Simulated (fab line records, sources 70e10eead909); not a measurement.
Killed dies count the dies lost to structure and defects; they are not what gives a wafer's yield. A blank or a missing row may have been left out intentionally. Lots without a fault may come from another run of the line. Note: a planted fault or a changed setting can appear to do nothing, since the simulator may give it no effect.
Which of the tools did it? + flow nandHarc + Sampling: 13 lots, 39 wafers, 5 of 1159 route steps

## WHAT THE GAUGES READ, wafer by wafer
NHARC_END_SORT_01. Usual: defectLimitedYield 95.2 %, standard deviation 1.6; killedAtArray 29, standard deviation 11; killedAtOther 0.5, standard deviation 0.89; killedAtPeriphery 3.3, standard deviation 2; killedDies 32, standard deviation 11; killedOpen 3.1, standard deviation 1.9; killedShort 2.3, standard deviation 1.6; sort_bin_2_pct 1.5 %, standard deviation 0.71; sort_bin_3_pct 0.30 %, standard deviation 0.22; sort_bin_4_pct 3.0 %, standard deviation 1.1; sortNPass 645, standard deviation 11; sortRimYieldPct 97.3 %, standard deviation 1.8; sortYieldPct 95.2 %, standard deviation 1.6.
| lot  | measured     | on        | defectLimitedYield (%) | killedAtArray | killedAtOther | killedAtPeriphery | killedDies | killedOpen | killedShort | sort_bin_2_pct (%) | sort_bin_3_pct (%) | sort_bin_4_pct (%) | sortNPass   | sortRimYieldPct (%) | sortYieldPct (%) | flag |
|------|--------------|-----------|------------------------|---------------|---------------|-------------------|------------|------------|-------------|--------------------|--------------------|--------------------|-------------|---------------------|------------------|------|
| L733 | day 19 09:55 | prober-01 | 97.9 97.3 96.9         | 12 16 16      | 0 0 0         | 2 2 5             | 14 18 21   | 3 4 2      | 4 2 4       | 0.1 0.4 0.6        | 0.30 0 0.15        | 1.6 2.2 2.4        | 663 659 656 | 99.1 100.0 95.3     | 97.9 97.3 96.9   |      |
| L731 | day 19 16:53 | prober-01 | 97.2 97.6 96.5         | 15 15 19      | 0 0 0         | 4 1 5             | 19 16 24   | 2 3 4      | 2 0 3       | 1.0 0.9 1.0        | 0.30 0.15 0.15     | 1.5 1.3 2.4        | 658 661 653 | 98.1 100.0 99.1     | 97.2 97.6 96.5   |      |
| L732 | day 19 19:31 | prober-02 | 95.6 95.1 95.0         | 30 32 28      | 0 0 0         | 0 1 6             | 30 33 34   | 2 3 3      | 0 2 4       | 1.0 1.8 1.6        | 0.44 0.44 0.44     | 3.0 2.7 3.0        | 647 644 643 | 99.1 98.1 97.2      | 95.6 95.1 95.0   |      |
| L735 | day 20 23:11 | prober-01 | 85.5 94.5 93.5         | 95 32 40      | 1 0 3         | 2 5 1             | 98 37 44   | 3 1 1      | 1 1 4       | 5.0 2.4 1.8        | 4.87 0.30 0.44     | 4.6 2.8 4.3        | 579 640 633 | 84.0 97.2 97.2      | 85.5 94.5 93.5   | OFF  |
| L741 | day 22 07:52 | prober-02 | 86.6 95.7 95.1         | 91 29 30      | 0 0 0         | 0 0 3             | 91 29 33   | 0 2 5      | 0 4 3       | 5.6 1.6 1.8        | 4.43 0.15 0.44     | 3.4 2.5 2.7        | 586 648 644 | 86.8 97.2 99.1      | 86.6 95.7 95.1   | OFF  |
| L746 | day 23 02:46 | prober-02 | 96.6 96.3 96.0         | 19 24 24      | 0 0 0         | 4 1 3             | 23 25 27   | 4 2 2      | 1 2 1       | 0.3 0.7 1.2        | 0.15 0.30 0.30     | 3.0 2.7 2.5        | 654 652 650 | 95.3 96.2 98.1      | 96.6 96.3 96.0   |      |
| L744 | day 23 10:44 | prober-01 | 94.2 92.6 94.8         | 34 45 34      | 1 0 0         | 4 5 1             | 39 50 35   | 2 8 5      | 1 3 3       | 1.6 3.1 1.8        | 0.44 0.15 0.44     | 3.7 4.1 3.0        | 638 627 642 | 95.3 96.2 98.1      | 94.2 92.6 94.8   |      |
| L749 | day 23 11:34 | prober-02 | 91.6 93.1 93.6         | 56 45 39      | 0 1 0         | 1 1 4             | 57 47 43   | 1 2 5      | 3 4 1       | 3.5 2.5 1.6        | 0.59 0.59 0.30     | 4.3 3.8 4.4        | 620 630 634 | 97.2 100.0 97.2     | 91.6 93.1 93.6   |      |
| L748 | day 24 02:16 | prober-01 | 96.5 96.3 97.2         | 19 16 16      | 0 0 0         | 5 9 3             | 24 25 19   | 4 3 2      | 4 4 5       | 0.7 1.3 0.4        | 0.44 0.30 0.44     | 2.4 2.1 1.9        | 653 652 658 | 96.2 95.3 96.2      | 96.5 96.3 97.2   |      |
| L752 | day 24 03:07 | prober-02 | 94.2 94.5 96.9         | 35 33 20      | 0 0 0         | 4 4 1             | 39 37 21   | 3 2 0      | 3 2 0       | 1.6 1.3 1.5        | 0.30 0.15 0.30     | 3.8 4.0 1.3        | 638 640 656 | 98.1 98.1 99.1      | 94.2 94.5 96.9   |      |
| L753 | day 24 10:02 | prober-01 | 94.2 95.1 93.9         | 33 28 34      | 0 0 0         | 6 5 7             | 39 33 41   | 4 0 2      | 1 0 2       | 0.9 1.5 1.8        | 0.15 0 0           | 4.7 3.4 4.3        | 638 644 636 | 95.3 98.1 94.3      | 94.2 95.1 93.9   |      |
| L751 | day 24 17:50 | prober-01 | 92.0 93.8 94.7         | 47 39 32      | 0 0 0         | 7 3 4             | 54 42 36   | 4 1 4      | 4 1 0       | 3.1 1.6 1.2        | 0 0.44 0.15        | 4.9 4.1 4.0        | 623 635 641 | 95.3 97.2 96.2      | 92.0 93.8 94.7   |      |
| L754 | day 24 14:40 | prober-02 | 93.9 92.6 93.6         | 35 44 34      | 1 1 6         | 5 5 3             | 41 50 43   | 6 4 2      | 3 3 0       | 1.9 3.2 2.2        | 0.30 0.44 0        | 3.8 3.7 4.1        | 636 627 634 | 98.1 92.5 98.1      | 93.9 92.6 93.6   |      |

## WHAT TOOL EACH LOT RAN ON (gives the tool, then ch and the chambers of the sampled wafers, and finally the start)
| lot  | NHARC_A_M1_PRE_CLEAN_30     | NHARC_THIN_TSV_CMP_01         | NHARC_THIN_TSV_STRIP_45             | NHARC_THIN_TSV_DEGAS_53     |
|------|-----------------------------|-------------------------------|-------------------------------------|-----------------------------|
| L733 | pvdSputter-02, day 17 23:31 | cmp-04 ch 1,2, day 18 16:15   | plasmaAsher-02 ch 0,1, day 18 19:32 | pvdSputter-03, day 18 23:38 |
| L731 | pvdSputter-02, day 18 00:59 | cmp-01 ch 1,3, day 18 17:26   | plasmaAsher-02 ch 0,1, day 18 21:03 | pvdSputter-02, day 19 01:11 |
| L732 | pvdSputter-03, day 18 05:50 | cmp-01 ch 0,2,3, day 19 00:12 | plasmaAsher-02 ch 0,1, day 19 02:50 | pvdSputter-02, day 19 06:34 |
| L735 | pvdSputter-02, day 19 11:34 | cmp-01 ch 0,2, day 20 04:34   | plasmaAsher-01 ch 0,1, day 20 06:56 | pvdSputter-01, day 20 10:42 |
| L741 | pvdSputter-02, day 20 18:31 | cmp-02 ch 0,2,3, day 21 16:18 | plasmaAsher-02 ch 0, day 21 18:43   | pvdSputter-02, day 21 22:27 |
| L746 | pvdSputter-03, day 21 12:19 | cmp-01 ch 0,3, day 22 09:45   | plasmaAsher-01 ch 0,1, day 22 12:08 | pvdSputter-02, day 22 15:55 |
| L744 | pvdSputter-01, day 21 21:31 | cmp-01 ch 1,3, day 22 18:31   | plasmaAsher-02 ch 0,1, day 22 20:53 | pvdSputter-01, day 23 00:41 |
| L749 | pvdSputter-03, day 21 22:34 | cmp-01 ch 0,3, day 22 19:41   | plasmaAsher-01 ch 0,1, day 22 22:10 | pvdSputter-01, day 23 02:05 |
| L748 | pvdSputter-03, day 21 23:05 | cmp-02 ch 0,1,2, day 22 23:17 | plasmaAsher-02 ch 0,1, day 23 01:37 | pvdSputter-01, day 23 05:21 |
| L752 | pvdSputter-03, day 22 12:35 | cmp-01 ch 1,2,3, day 23 06:37 | plasmaAsher-01 ch 0,1, day 23 09:01 | pvdSputter-01, day 23 12:42 |
| L753 | pvdSputter-02, day 22 21:29 | cmp-02 ch 1,2,3, day 23 16:08 | plasmaAsher-02 ch 0,1, day 23 18:32 | pvdSputter-01, day 23 22:13 |
| L751 | pvdSputter-03, day 23 02:59 | cmp-01 ch 0,1,2, day 23 21:44 | plasmaAsher-01 ch 0,1, day 23 23:57 | pvdSputter-01, day 24 03:46 |
| L754 | pvdSputter-02, day 23 06:18 | cmp-01 ch 0,1, day 23 22:55   | plasmaAsher-02 ch 0,1, day 24 01:17 | pvdSputter-03, day 24 05:02 |
- NHARC_A_M1_PRE_CLEAN_30: time 30 s.
- NHARC_THIN_TSV_CMP_01: polishes.
- NHARC_THIN_TSV_STRIP_45: strips in O2.
- NHARC_THIN_TSV_DEGAS_53: time 60 s.

## WHAT THE TOOLS THEMSELVES READ (means of the sampled wafers that have a number; where no wafer has one, the mark that the record gives instead)
NHARC_A_M1_PRE_CLEAN_30. Usual: heaterPowerW 397 W, standard deviation 23.
| lot  | tool          | heaterPowerW (W) | flag |
|------|---------------|------------------|------|
| L733 | pvdSputter-02 | 392              |      |
| L731 | pvdSputter-02 | 405              |      |
| L732 | pvdSputter-03 | 389              |      |
| L735 | pvdSputter-02 | 402              |      |
| L741 | pvdSputter-02 | 388              |      |
| L746 | pvdSputter-03 | 387              |      |
| L744 | pvdSputter-01 | 415              |      |
| L749 | pvdSputter-03 | 408              |      |
| L748 | pvdSputter-03 | 404              |      |
| L752 | pvdSputter-03 | 385              |      |
| L753 | pvdSputter-02 | 399              |      |
| L751 | pvdSputter-03 | 392              |      |
| L754 | pvdSputter-02 | 412              |      |

NHARC_THIN_TSV_CMP_01. Usual: motorCurrentA 12.0 A, standard deviation 1.4.
| lot  | tool   | motorCurrentA (A) | flag |
|------|--------|-------------------|------|
| L733 | cmp-04 | 13.7              |      |
| L731 | cmp-01 | 11.4              |      |
| L732 | cmp-01 | 12.5              |      |
| L735 | cmp-01 | 13.7              |      |
| L741 | cmp-02 | 10.9              |      |
| L746 | cmp-01 | 12.2              |      |
| L744 | cmp-01 | 11.4              |      |
| L749 | cmp-01 | 12.2              |      |
| L748 | cmp-02 | 10.8              |      |
| L752 | cmp-01 | 11.8              |      |
| L753 | cmp-02 | 11.1              |      |
| L751 | cmp-01 | 13.2              |      |
| L754 | cmp-01 | 12.5              |      |

NHARC_THIN_TSV_STRIP_45. Usual: drypumpMotorCurrentA 5.62 A, standard deviation 0.25; heaterPowerW 327 W, standard deviation 23.
| lot  | tool           | drypumpMotorCurrentA (A) | heaterPowerW (W) | flag |
|------|----------------|--------------------------|------------------|------|
| L733 | plasmaAsher-02 | 5.60                     | 345              |      |
| L731 | plasmaAsher-02 | 5.60                     | 343              |      |
| L732 | plasmaAsher-02 | 5.62                     | 337              |      |
| L735 | plasmaAsher-01 | 5.86                     | 315              |      |
| L741 | plasmaAsher-02 | 5.80                     | 352              |      |
| L746 | plasmaAsher-01 | 5.75                     | 296              |      |
| L744 | plasmaAsher-02 | 5.60                     | 340              |      |
| L749 | plasmaAsher-01 | 5.82                     | 312              |      |
| L748 | plasmaAsher-02 | 5.45                     | 339              |      |
| L752 | plasmaAsher-01 | 5.77                     | 300              |      |
| L753 | plasmaAsher-02 | 5.61                     | 341              |      |
| L751 | plasmaAsher-01 | 5.84                     | 310              |      |
| L754 | plasmaAsher-02 | 5.43                     | 330              |      |

NHARC_THIN_TSV_DEGAS_53. Usual: heaterPowerW 452 W, standard deviation 26.
| lot  | tool          | heaterPowerW (W) | flag |
|------|---------------|------------------|------|
| L733 | pvdSputter-03 | 434              |      |
| L731 | pvdSputter-02 | 437              |      |
| L732 | pvdSputter-02 | 456              |      |
| L735 | pvdSputter-01 | 476              |      |
| L741 | pvdSputter-02 | 439              |      |
| L746 | pvdSputter-02 | 456              |      |
| L744 | pvdSputter-01 | 460              |      |
| L749 | pvdSputter-01 | 455              |      |
| L748 | pvdSputter-01 | 464              |      |
| L752 | pvdSputter-01 | 455              |      |
| L753 | pvdSputter-01 | 440              |      |
| L751 | pvdSputter-01 | 433              |      |
| L754 | pvdSputter-03 | 472              |      |

## THE ANSWER, worked out from the rows above alone
Rule: a lot is off if the mean of its wafers that have a number lies more than 3 standard deviations from the usual mean. Also off: a lot with no number at a reading for which 4 or more lots have one. Where the step has rows for the other lots, those lots are counted as sound. The gauges are gone through in route order, then the tools' own readings, and for those a lot's mean is taken as printed above. At the first step where some lot is off, the reading lying furthest off is the one used; lots without a number count as furthest.
Off: L735, L741, at NHARC_END_SORT_01 (sort_bin_3_pct).
If a tool, at a process step before that reading, ran all the lots that are off and no sound lot after the first of them, it fits. Those tools and the gauges at NHARC_END_SORT_01 are tried in the same way. No candidate that was tried fits.

## WHAT THE SIMULATOR PUT IN
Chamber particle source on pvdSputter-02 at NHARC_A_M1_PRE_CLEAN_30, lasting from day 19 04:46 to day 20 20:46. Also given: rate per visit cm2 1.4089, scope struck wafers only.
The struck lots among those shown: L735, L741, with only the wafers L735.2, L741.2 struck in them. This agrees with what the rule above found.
